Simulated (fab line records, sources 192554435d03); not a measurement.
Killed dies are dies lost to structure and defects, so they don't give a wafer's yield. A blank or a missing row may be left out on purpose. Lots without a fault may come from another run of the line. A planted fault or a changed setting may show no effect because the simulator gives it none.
fab line records | flow n5_finfet
record lots=11 wafers=29 last_day=19
route steps=1938 shown PASS1_DEP@1831 MIM_BOT@1833 MIM_TOP@1836 MIM_TOP_LITHO@1849 PASSIVATION@1936
lots that met no fault: from a run of the same line without faults
start_h: hours from the record's first day to the start of the lot's first wafer shown | wait_h: hours since the lot's step before | " the same as in the row above | L1.1+2: a row that stands for several wafers | - no value, or no start given | * or withheld: withheld | < > ~ a bound
route shown NAME@n: a module of which the file shows steps, and the number in the route of the first | usual: mean/standard deviation of fault-free wafers | same: alike in all rows | chamber/n: place in a boat | sites: the reading at each site | _std_site: their standard deviation | _edge_site: outer sites' mean less inner sites' | radius_mm: how far each site lies from the wafer's centre | mask NAME#n: copy n | behind: the tool/chamber that last shaped the wafer | hold: why the lot was held/for how many hours/how that ended | device: the transistor (n, p or np) that didn't switch | end of line: the same wafers' tests at the end of the route | a step without rows: its recipe alone | killed: dies lost to structure and defects at the first sort, not the wafer's yield | map: a wafer's dies, x killed, . not, _ none there
set.NAME: the setting as run; set.NAME@STEP: as run at that earlier step | model.NAME: the simulator's own value behind a step, which no gauge read
steps of the route over a sample of lots; a table a step, a row a wafer
services: from which hour (start_h, from the record's first day; less than 0 if before it) a tool's chamber was out of use, for how many hours, and why
## steps
# step N5_PASSIVATION_PECVD_00
# recipe material=SiO2 target_thk_a=2000 temp_c=400 precursor=SiH4/N2O pressure_torr=2.7 rf_w=608 time_s=11.2
# usual heater_power_w=743/110 showerhead_plenum_p_Torr=8.18/0.094 showerhead_vpp_V=1532/79 throttle_valve_pct=52/3.3
# same time_s=11.2
# columns lot.wafer tool chamber start_h wait_h heater_power_w showerhead_plenum_p_Torr showerhead_vpp_V throttle_valve_pct
L988.2 pecvd-01 1 274.47 0.7 861 8.17 1581 56
L988.3 " 2 " " 804 8.19 1683 50
L988.5 " 0 " " 644 8.28 1505 55
L989.3 pecvd-02 2 274.57 0.5 642 8.20 1524 49
L989.4 " 1 " " 626 8.21 1408 55
L991.1 pecvd-01 1 321.94 0.8 897 8.16 1590 56
L991.5 " 1 " " 906 8.16 1588 57
L994.1 pecvd-02 2 338.73 0.8 612 8.20 1509 50
L994.3 " 1 " " 577 8.18 1428 55
L994.4 " 0 " " 697 8.29 1581 52
L993.1 pecvd-02 0 351.00 0.8 718 8.27 1579 52
L993.2 " 1 " " 612 8.20 1428 55
L993.3 " 2 " " 731 8.19 1520 50
L107.1 pecvd-01 2 404.64 0.8 804 8.18 1634 50
L107.3 " 1 " " 1000 8.18 1581 57
L104.1 pecvd-04 2 413.30 0.8 850 8.03 1383 48
L104.2 " 0 " " 813 7.99 1577 50
L104.4 " 0 " " 824 8.01 1535 50
L108.1 pecvd-02 1 415.22 0.8 536 8.21 1422 55
L108.2 " 2 " " 678 8.24 1493 50
L108.5 " 1 " " 556 8.21 1421 55
L109.1 pecvd-04 2 424.71 0.8 826 8.02 1393 48
L109.5 " 2 " " 865 8.04 1378 48
L109.6 " 0 " " 773 8.00 1546 50
L110.3 pecvd-04 1 445.80 0.5 672 8.25 1550 46
L110.5 " 0 " " 814 8.00 1537 50
L110.6 " 1 " " 688 8.26 1560 46
L111.1 pecvd-04 1 446.53 0.8 615 8.27 1550 46
L111.4 " 1 " " 626 8.25 1566 46
# step N5_MIM_BOT_SPUTTER_00
# recipe material=TiN target_thk_a=350 temp_c=200 power_w=3000 chamber_pressure_pa=0.49996 gas=Ar reactive_partial_pa=0.37997 time_s=89.7
# usual throttle_valve_pct=30.1/1.5
# same time_s=89.7
# columns lot.wafer tool chamber start_h wait_h throttle_valve_pct
L988.2 pvd_sputter-03 - 275.39 0.0 27.9
L988.3 " - " " 28.8
L988.5 " - " " 28.9
L989.3 pvd_sputter-01 - 275.45 0.0 30.7
L989.4 " - " " 28.4
L991.1 pvd_sputter-01 - 322.63 0.0 31.0
L991.5 " - " " 32.7
L994.1 pvd_sputter-01 - 339.59 0.0 32.9
L994.3 " - " " 30.8
L994.4 " - " " 31.0
L993.1 pvd_sputter-02 - 352.32 0.0 31.1
L993.2 " - " " 31.2
L993.3 " - " " 28.6
L107.1 pvd_sputter-03 - 405.43 0.0 27.9
L107.3 " - " " 28.9
L104.1 pvd_sputter-02 - 415.40 0.0 30.1
L104.2 " - " " 31.5
L104.4 " - " " 28.9
L108.1 pvd_sputter-02 - 416.08 0.0 31.2
L108.2 " - " " 29.1
L108.5 " - " " 31.4
L109.1 pvd_sputter-01 - 425.66 0.0 32.6
L109.5 " - " " 32.7
L109.6 " - " " 28.6
L110.3 pvd_sputter-03 - 446.17 0.0 28.9
L110.5 " - " " 29.0
L110.6 " - " " 28.8
L111.1 pvd_sputter-01 - 448.82 0.0 31.0
L111.4 " - " " 28.5
# step N5_MIM_TOP_ALD_02
# recipe material=Al2O3 target_thk_a=* temp_c=withheld ald_precursor_family=TMA ald_co_reactant=O3 pulse_time_s=withheld purge_time_s=3 co_reactant_purge_time_s=withheld co_reactant_pulse_time_s=3 ald_cycles=withheld
# usual precursor_pulse_height_rel=1.002/0.021
# columns lot.wafer tool chamber start_h wait_h precursor_pulse_height_rel
L988.2 ald_hk-01 3 275 - 1.036
L988.3 " 2 " " 0.982
L988.5 " 1 " " 1.006
L989.3 ald_hk-03 1 275 - 1.036
L989.4 " 2 " " 0.970
L991.1 ald_hk-03 2 323 - 1.002
L991.5 " 0 " " 1.016
L994.1 ald_hk-03 2 340 - 1.002
L994.3 " 3 " " 1.016
L994.4 " 1 " " 1.000
L993.1 ald_hk-03 0 352 - 0.988
L993.2 " 2 " " 0.995
L993.3 " 3 " " 1.001
L107.1 ald_hk-03 1 405 - 1.030
L107.3 " 2 " " 0.963
L104.1 ald_hk-01 0 416 - 0.976
L104.2 " 1 " " 0.979
L104.4 " 2 " " 0.986
L108.1 ald_hk-03 3 416 - 1.004
L108.2 " 0 " " 1.024
L108.5 " 2 " " 1.030
L109.1 ald_hk-02 3 426 - 0.970
L109.5 " 2 " " 0.996
L109.6 " 1 " " 0.974
L110.3 ald_hk-01 1 446 - 0.958
L110.5 " 1 " " 1.017
L110.6 " 0 " " 0.990
L111.1 ald_hk-03 0 449 - 0.985
L111.4 " 2 " " 0.999
# step N5_MIM_TOP_LITHO_INSPECT_12
# recipe mode=adi inspect_instrument=macro
# usual raw_defect_count=1.9/1.3
# columns lot.wafer tool chamber start_h wait_h raw_defect_count
L988.2 defect_inspect-02 - 276.74 0.0 1
L988.3 " - " " 2
L988.5 " - " " 2
L989.3 defect_inspect-01 - 279.05 0.0 2
L989.4 " - " " 1
L991.1 defect_inspect-02 - 325.57 0.0 1
L991.5 " - " " 1
L994.1 defect_inspect-02 - 341.21 0.0 >300
L994.3 " - " " >300
L994.4 " - " " >300
L993.1 defect_inspect-01 - 353.75 0.0 >300
L993.2 " - " " >300
L993.3 " - " " >300
L107.1 defect_inspect-01 - 407.11 0.0 3
L107.3 " - " " 2
L104.1 defect_inspect-01 - 417.32 0.0 0
L104.2 " - " " 2
L104.4 " - " " 0
L108.1 defect_inspect-02 - 417.96 0.0 1
L108.2 " - " " 4
L108.5 " - " " 2
L109.1 defect_inspect-02 - 428.10 0.0 2
L109.5 " - " " 1
L109.6 " - " " 1
L110.3 defect_inspect-02 - 449.51 0.0 0
L110.5 " - " " 0
L110.6 " - " " 3
L111.1 defect_inspect-02 - 450.50 0.0 2
L111.4 " - " " 0
# step N5_MIM_TOP_LITHO_DESCUM_10
# recipe chemistry=O2 time_s=7.9 source_power_w=50 bias_power_w=20 pressure_mtorr=20 rf_frequency_hz=2.712e+07 temp_c=40 o2_flow_sccm=225
# usual drypump_motor_current_A=5.7/0.44 oes_product_au=0.82/0.081 rf_vpp_V=243.4/1.3 showerhead_plenum_p_Torr=2.11/0.064 throttle_valve_pct=20.49/0.25
# same time_s=7.9
# columns lot.wafer tool chamber start_h wait_h drypump_motor_current_A oes_product_au rf_hours_counter_h rf_vpp_V showerhead_plenum_p_Torr throttle_valve_pct
L988.2 rie_diel-02 2 276.78 0.0 5.2 0.74 156 245.0 2.21 20.48
L988.3 " 1 " " 5.5 0.95 21 242.4 2.06 20.52
L988.5 " 1 " " 5.5 0.95 - 241.0 2.06 20.51
L989.3 rie_diel-02 0 279.08 0.0 6.3 0.77 115 243.9 2.12 20.87
L989.4 " 2 " " 5.2 0.73 157 244.7 2.21 20.48
L991.1 rie_diel-02 3 325.64 0.1 5.7 0.84 59 242.4 2.06 20.41
L991.5 " 0 " " 6.3 0.77 - 242.2 2.11 20.89
L994.1 rie_diel-02 1 342.83 1.6 5.5 0.90 43 242.5 2.05 20.55
L994.3 " 2 " " 5.2 0.71 182 244.5 2.20 20.52
L994.4 " 1 " " 5.5 0.93 - 241.8 2.05 20.56
L993.1 rie_diel-02 2 353.79 0.0 5.2 0.71 188 243.2 2.20 20.54
L993.2 " 0 " " 6.3 0.75 146 242.4 2.11 20.92
L993.3 " 1 " " 5.5 0.91 49 243.3 2.05 20.57
L107.1 rie_diel-03 2 407.24 0.1 5.2 0.96 5 245.2 2.24 20.37
L107.3 " 1 " " 5.8 0.88 43 241.8 2.03 20.05
L104.1 rie_diel-04 1 417.35 0.0 5.7 0.95 4 242.3 2.03 20.14
L104.2 " 3 " " 6.0 0.81 105 242.9 2.11 20.57
L104.4 " 2 " " 6.2 0.83 84 245.1 2.21 20.40
L108.1 rie_diel-04 3 418.01 0.0 6.0 0.81 105 244.4 2.11 20.58
L108.2 " 1 " " 5.7 0.95 4 244.0 2.03 20.14
L108.5 " 1 " " 5.7 0.95 - 240.8 2.03 20.15
L109.1 rie_diel-02 2 428.13 0.0 5.2 0.70 214 244.0 2.19 20.57
L109.5 " 3 " " 5.7 0.81 - 243.0 2.05 20.47
L109.6 " 2 " " 5.2 0.69 - 244.9 2.19 20.58
L110.3 rie_diel-03 0 449.55 0.0 5.0 0.74 136 243.3 2.09 20.46
L110.5 " 0 " " 5.0 0.74 - 243.9 2.09 20.47
L110.6 " 3 " " 4.9 0.81 - 244.0 2.18 20.15
L111.1 rie_diel-04 3 450.61 0.1 6.0 0.79 115 242.9 2.11 20.60
L111.4 " 2 " " 6.2 0.81 95 246.2 2.20 20.40
# step N5_PASSIVATION_PROBE_49
# usual defect_limited_yield=91.2/1.4 killed_at_M0_to_M3=34/9.3 killed_at_M4_up=14/5.9 killed_at_contacts=14/5.7 killed_at_front_end=38/10 killed_at_other=4/3.2 killed_dies=104/17 killed_on_rim=14/4 killed_open=67/13 killed_short=33/6.9 sort_bin_5_function=5.2/1 sort_bin_6_memory=3.3/0.61 sort_bin_8_speed=0.3/1.8 sort_n_pass=1069/52 sort_yield_pct=91/4.4
# same gross_dies=1180 killed_at_back_side=0 sort_bin_4_leakage[%]=0
# columns lot.wafer tool chamber start_h wait_h defect_limited_yield[%] killed_at_M0_to_M3 killed_at_M4_up killed_at_contacts killed_at_front_end killed_at_other killed_dies killed_on_rim killed_open killed_short sort_bin_5_function[%] sort_bin_6_memory[%] sort_bin_8_speed[%] sort_n_pass sort_yield_pct[%]
L994.1 prober-02 - 354.79 0.0 88.1 18 8 13 43 59 141 30 54 25 6.8 3.6 0 1039 88
L994.3 prober-02 - 354.89 0.1 83.6 35 17 15 48 79 194 32 69 43 10.3 4.9 0 986 84
L994.4 prober-02 - 354.94 0.2 82.7 33 9 13 32 117 204 14 62 25 10.9 4.8 0 976 83
L993.1 prober-01 - 363.21 0.0 83.0 41 11 16 37 96 201 25 76 31 10.8 4.7 0 979 83
L993.2 prober-01 - 363.26 0.1 85.5 31 11 26 47 56 171 30 71 38 8.6 4.4 0 1009 86
L993.3 prober-01 - 363.31 0.1 83.1 29 24 44 30 72 199 32 75 28 11.6 4.1 0 981 83
L104.1 prober-02 - 428.36 0.0 90.1 25 15 13 58 6 117 14 74 43 5.7 3.9 0 1063 90
L104.2 prober-02 - 428.41 0.1 88.9 31 13 9 77 1 131 19 96 34 7.2 3.7 0 1049 89
L104.4 prober-02 - 428.51 0.2 91.9 32 9 5 49 1 96 15 63 32 5.2 2.6 0 1084 92
# killed by level:class
L994.1 MIM_TOP:unspecified=59 FIN_SAQP:geometric_particle:short=12 STI_FIN_REVEAL:geometric_particle:open=8 FIN_SAQP:geometric_particle:open=7 MOL_CONTACT_COAG:geometric_particle:open=7 DUMMY_GATE:geometric_particle:open=6 MOL_CONTACT_COAG:geometric_particle:short=6 BEOL_M1:geometric_particle:open=4
L994.3 MIM_TOP:unspecified=76 FIN_SAQP:geometric_particle:short=18 FIN_SAQP:geometric_particle:open=12 MOL_CONTACT_COAG:geometric_particle:open=12 BEOL_M1:geometric_particle:open=9 STI_FIN_REVEAL:geometric_particle:open=7 BEOL_M0_SAQP:geometric_particle:short=6 BEOL_M2:geometric_particle:open=4
L994.4 MIM_TOP:unspecified=110 MOL_CONTACT_COAG:geometric_particle:open=12 STI_FIN_REVEAL:geometric_particle:open=8 FIN_SAQP:geometric_particle:open=7 BEOL_M1:geometric_particle:open=6 FIN_SAQP:geometric_particle:short=5 BEOL_M3:geometric_particle:short=5 BEOL_M3:geometric_particle:open=4
L993.1 MIM_TOP:unspecified=93 MOL_CONTACT_COAG:geometric_particle:open=13 BEOL_M2:geometric_particle:open=11 BEOL_M3:geometric_particle:open=10 FIN_SAQP:geometric_particle:short=6 STI_FIN_REVEAL:geometric_particle:open=6 BEOL_M0_SAQP:geometric_particle:open=6 FIN_SAQP:geometric_particle:open=5
L993.2 MIM_TOP:unspecified=56 MOL_CONTACT_COAG:geometric_particle:open=23 FIN_SAQP:geometric_particle:short=13 FIN_SAQP:geometric_particle:open=13 BEOL_M2:geometric_particle:open=7 STI_FIN_REVEAL:geometric_particle:open=5 BEOL_M0_SAQP:geometric_particle:short=5 BEOL_M0_SAQP:geometric_particle:open=4
L993.3 MIM_TOP:unspecified=70 MOL_CONTACT_COAG:area_etch=23 MOL_CONTACT_COAG:geometric_particle:open=17 BEOL_M4:geometric_particle:open=13 FIN_SAQP:geometric_particle:open=8 FIN_SAQP:geometric_particle:short=6 BEOL_M0_SAQP:geometric_particle:short=6 BEOL_M0:geometric_particle:open=6
L104.1 STI_FIN_REVEAL:geometric_particle:open=20 MOL_CONTACT_COAG:geometric_particle:open=10 FIN_SAQP:geometric_particle:short=9 BEOL_M2:geometric_particle:open=7 BEOL_M4:geometric_particle:open=7 FIN_SAQP:geometric_particle:open=6 BEOL_M2:geometric_particle:short=6 GATE_CUT:geometric_particle:short=5
L104.2 STI_FIN_REVEAL:geometric_particle:open=49 STI_FIN_REVEAL:geometric_particle:short=11 MOL_CONTACT_COAG:geometric_particle:open=7 BEOL_M0_SAQP:geometric_particle:open=7 BEOL_M5:geometric_particle:open=7 BEOL_M2:geometric_particle:open=6 BEOL_M0_SAQP:geometric_particle:short=5 FIN_SAQP:geometric_particle:short=4
L104.4 STI_FIN_REVEAL:geometric_particle:open=16 FIN_SAQP:geometric_particle:open=8 BEOL_M0_SAQP:geometric_particle:short=7 BEOL_M0_SAQP:geometric_particle:open=7 STI_FIN_REVEAL:geometric_particle:short=5 GATE_CUT:geometric_particle:short=5 BEOL_M1:geometric_particle:open=4 FIN_SAQP:geometric_particle:short=3
## services
# columns tool chamber start_h hours kind
pecvd-04 2 262.03 15.0 repair
pecvd-04 - 269.34 2.8 pm
pecvd-04 2 281.82 5.5 scheduled_down
rie_diel-02 1 286.15 11.8 repair
rie_diel-04 0 302.78 - clean
rie_diel-04 0 302.78 - consumable_replace:focus_ring
rie_diel-04 0 302.78 21.6 scheduled_down
pecvd-02 0 305.05 5.5 scheduled_down
rie_diel-02 3 333.88 28.2 repair
pecvd-01 1 355.77 5.0 repair
rie_diel-03 1 359.08 5.1 repair
pecvd-04 - 363.16 6.0 pm
pecvd-02 1 373.58 2.1 scheduled_down
pecvd-04 1 383.62 - clean
pecvd-04 1 383.62 - consumable_replace:showerhead
pecvd-04 1 383.62 29.0 scheduled_down
pecvd-04 1 383.62 29.0 vent_cycle
ald_hk-02 - 386.70 2.8 pm
rie_diel-04 2 395.37 6.0 repair
pecvd-04 0 401.69 5.5 scheduled_down
rie_diel-02 - 402.40 1.1 repair
rie_diel-02 2 438.88 4.3 repair
rie_diel-02 0 440.69 2.0 repair
rie_diel-04 - 442.73 3.5 repair
## key
first_sign step=N5_MIM_TOP_LITHO_INSPECT_12 reading=raw_defect_count direction=up sigmas=99+ usual=1.9 struck=>300
effect step=N5_PASSIVATION_PROBE_49 reading=killed_at_other direction=up sigmas=23 usual=4 struck=80
more_kills_born_at N5_MIM_TOP_ALD_02@ald_hk-03=464
met_at N5_MIM_TOP_ALD_02
struck_lots L993,L994
baseline_loss step=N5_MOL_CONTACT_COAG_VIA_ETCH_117 wafers=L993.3
not_acting_at N5_PASSIVATION_PECVD_00,N5_MIM_BOT_SPUTTER_00,N5_MIM_TOP_LITHO_DESCUM_10
onset_between 323 340
fault kind=chamber_particle_source tool=ald_hk-03 chamber=- onset_h=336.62 steps=N5_MIM_TOP_ALD_02 rate_per_visit_cm2=0.48856 end_h=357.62
# baseline_loss: these wafers lose ten dies or more at that step, a loss of the line's own and not of a fault; the sort's usual values leave them out
